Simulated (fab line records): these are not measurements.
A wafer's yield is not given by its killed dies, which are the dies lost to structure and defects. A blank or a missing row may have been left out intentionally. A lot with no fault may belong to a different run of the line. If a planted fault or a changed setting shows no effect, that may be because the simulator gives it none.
Matching of chambers	flow nand-harc	NHARC_A_STAIRCASE_DEP_301 on pecvd-01 has 3 sister chambers
The step deposits SiON, target thk 30 nm. 16 wafers are shown with their chamber, then 8 later ones without.

== WAFERS, EACH WITH ITS CHAMBER ==
wafer	chamber	heater-power-w (W)	heater-power-outer-w (W)	rf-fwd-power-W (W)
L436.1	1	730	454	347.7
L436.5	0	942	547	351.6
L436.6	1	729	456	346.4
L439.2	2	886	565	349.8
L439.5	2	881	577	347.8
L439.6	1	853	545	347.5
L438.1	1	757	497	348.7
L438.2	0	906	510	349.1
L438.3	2	840	546	347.1
L443.3	2	881	571	348.1
L443.4	2	865	565	348.3
L443.6	0	1044	637	348.1
L444.3	1	759	484	348.1
L444.5	2	889	569	347.8
L444.6	0	955	535	349.9
L448.1	0	1054	642	350.0

SIGNATURES (means of the wafers above)
reading	chamber 0	chamber 1	chamber 2	scatter within a chamber
heater-power-w	980.20	765.60	873.67	47.4
heater-power-outer-w	574.20	487.20	565.50	40.2
rf-fwd-power-W	349.740	347.680	348.150	1.02
Rule: distance of a wafer from a chamber = root of the sum over the readings of ((wafer's reading minus chamber's mean) / reading's scatter) squared. The wafer belongs to the nearest chamber; if the next one is less than 2 further off, it can't be placed. How the scatter is found: for the shown wafers, subtract from each reading the mean of its chamber, square and add these, divide the total by (wafers less chambers), then take the root.

== WAFERS WITH NO CHAMBER GIVEN ==
wafer	heater-power-w (W)	heater-power-outer-w (W)	rf-fwd-power-W (W)
L448.4	1046	628	350.2
L448.5	954	627	347.8
L450.2	885	573	348.4
L450.4	864	560	347.3
L450.6	1017	614	349.1
L452.1	907	598	348.1
L452.2	897	570	348.2
L452.6	878	590	348.3

== CHAMBER TAKEN BY EACH ==
wafer	from the rows above	in truth
L448.4	0	0
L448.5	can't be placed: 2 or 0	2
L450.2	2	2
L450.4	can't be placed: 2 or 1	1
L450.6	can't be placed: 0 or 2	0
L452.1	can't be placed: 2 or 0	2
L452.2	can't be placed: 2 or 0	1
L452.6	can't be placed: 2 or 0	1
2 of 8 placed correctly. These rows do not allow placing 6 (true chamber among the candidates in 4). Placed wrongly: 0.
